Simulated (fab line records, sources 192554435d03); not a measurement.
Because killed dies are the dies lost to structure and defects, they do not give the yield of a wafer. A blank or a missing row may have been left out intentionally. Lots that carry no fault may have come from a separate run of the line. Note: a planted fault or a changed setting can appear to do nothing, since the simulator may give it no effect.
Matching of chambers ; flow n5 finfet ; N5_BEOL_M9_ILD_DEP_00 on pecvd-02: 3 sister chambers
The step deposits SiCOH lowk from DEMS/porogen, target thk 308.51 nm, time 58 s. 3 wafers are shown with their chamber, then 10 later ones without.

WAFERS PAIRED WITH THEIR CHAMBERS
wafer;chamber;throttle valve pct (%)
L083.5;1;15.7
L089.1;0;13.8
L089.2;2;12.8

WAFERS WITH NO CHAMBER GIVEN
wafer;throttle valve pct (%)
L089.3;15.5
L089.4;12.6
L089.5;13.9
L089.6;15.6
L095.2;13.8
L095.5;12.7
L095.6;13.9
L096.1;12.8
L096.2;13.9
L096.3;15.6

CHAMBER TAKEN BY EACH
wafer;from the rows above;in truth
L089.3;1;1
L089.4;2;2
L089.5;0;0
L089.6;1;1
L095.2;0;0
L095.5;2;2
L095.6;0;0
L096.1;2;2
L096.2;0;0
L096.3;1;1
Correct placement for 10 of the 10. Can't be placed from these rows: 0. Number placed wrongly: 0.
How it was worked out, from the rows above alone: a wafer's distance from a chamber is the root of the sum, over the readings, of the square of ((its reading less the chamber's mean) divided by the reading's scatter). The wafer belongs to the nearest chamber; if the next one is less than 2 further off, it can't be placed. The mean given for a chamber averages the wafers shown for that chamber. The scatter: with one shown wafer a chamber, the root of the mean of the squares of how far each hidden wafer lies from its nearest shown one.
